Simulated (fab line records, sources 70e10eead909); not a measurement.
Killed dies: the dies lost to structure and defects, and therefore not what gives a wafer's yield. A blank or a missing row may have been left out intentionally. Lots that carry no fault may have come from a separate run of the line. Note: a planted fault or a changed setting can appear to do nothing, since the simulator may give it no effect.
Matching of chambers + flow nandHarc + pecvd-02 running NHARC_P_M1_DEP_33: 3 sister chambers
The step deposits SiCN, target thk 30 nm. 3 wafers are shown with their chamber, then 9 later ones without.

## WAFERS WITH THEIR CHAMBER
| wafer  | chamber | heaterPowerW (W) |
|--------|---------|------------------|
| L092.3 | 0       | 582              |
| L092.4 | 1       | 627              |
| L092.5 | 2       | 589              |

## WAFERS WITHOUT THEIR CHAMBER
| wafer  | heaterPowerW (W) |
|--------|------------------|
| L091.2 | 567              |
| L091.3 | 519              |
| L091.6 | 593              |
| L093.2 | 614              |
| L093.3 | 612              |
| L093.5 | 580              |
| L096.1 | 622              |
| L096.3 | 615              |
| L096.5 | 621              |

## EACH ONE'S CHAMBER
| wafer  | from the rows above          | in truth |
|--------|------------------------------|----------|
| L091.2 | can't be placed: 0 or 2 or 1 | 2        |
| L091.3 | can't be placed: 0 or 2 or 1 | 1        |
| L091.6 | can't be placed: 2 or 0 or 1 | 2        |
| L093.2 | can't be placed: 1 or 2 or 0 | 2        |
| L093.3 | can't be placed: 1 or 2 or 0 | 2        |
| L093.5 | can't be placed: 0 or 2 or 1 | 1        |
| L096.1 | can't be placed: 1 or 2 or 0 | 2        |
| L096.3 | can't be placed: 1 or 2 or 0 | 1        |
| L096.5 | can't be placed: 1 or 2 or 0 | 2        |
Correctly placed: 0 of 9. Can't be placed from these rows: 9 (the true chamber is among the candidates in 9). 0 placed wrongly.
How it was worked out, from the rows above alone: a wafer's distance from a chamber is the root of the sum, over the readings, of the square of ((its reading less the chamber's mean) divided by the reading's scatter). The wafer belongs to the nearest chamber; if the next one is less than 2 further off, it can't be placed. For every chamber, the mean is computed from those of its wafers that are shown. The scatter (one wafer shown for each chamber): square how far every hidden wafer sits from the nearest shown wafer, average those squares and take the square root.
